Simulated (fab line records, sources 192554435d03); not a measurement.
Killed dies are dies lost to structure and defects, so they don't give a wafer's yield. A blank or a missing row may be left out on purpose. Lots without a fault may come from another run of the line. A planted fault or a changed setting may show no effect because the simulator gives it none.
Which tool did it? | flow n5_finfet | 12 lots, 36 wafers sampled, at 1 step of a route of 1938

WHAT THE GAUGES READ, wafer by wafer
N5_FIN_SAQP_OCD_MEAS_76.
lot  | measured    | on     | trench_depth_nm (nm)
L075 | day 2 08:19 | ocd-01 | 119.4 119.5 119.7
L077 | day 2 19:43 | ocd-01 | 120.1 118.8 119.2
L079 | day 3 08:11 | ocd-02 | 122.8 121.6 121.7
L081 | day 3 20:34 | ocd-02 | 121.3 123.5 121.3
L083 | day 4 08:44 | ocd-02 | 120.6 119.7 117.5
L085 | day 4 21:14 | ocd-01 | 120.4 117.1 118.2
L087 | day 5 09:41 | ocd-01 | 117.1 119.4 119.8
L089 | day 5 21:03 | ocd-01 | 123.1 118.7 121.9
L091 | day 6 07:56 | ocd-02 | 119.1 119.8 118.9
L093 | day 6 21:59 | ocd-01 | 119.3 118.9 118.7
L095 | day 7 08:37 | ocd-01 | 117.9 117.8 119.4
L097 | day 7 23:47 | ocd-01 | 117.9 120.6 121.7

WHICH TOOL RAN EACH LOT (tool, then ch and the chambers of the sampled wafers, then the start)
The record holds no process step before these readings.

THE ANSWER, worked out from the rows above alone
Rule: what is usual is taken from the lots themselves. Put in order of their means at a reading, lots are off if they are a third of the lots or fewer, leave a main group of 4 or more, and stand apart from it by a gap of 3 or more times the standard deviation of the main group's means; of several such gaps the widest counts. A main group whose means are all the same, to the digits that the tables above print for the reading, isn't used. A lot without any number at a reading at which 4 lots or more have one is off too. The other lots that the step has rows for count as sound.
No lot is off at any reading shown: from this, nothing can be told.

WHAT THE SIMULATOR HAD PUT IN
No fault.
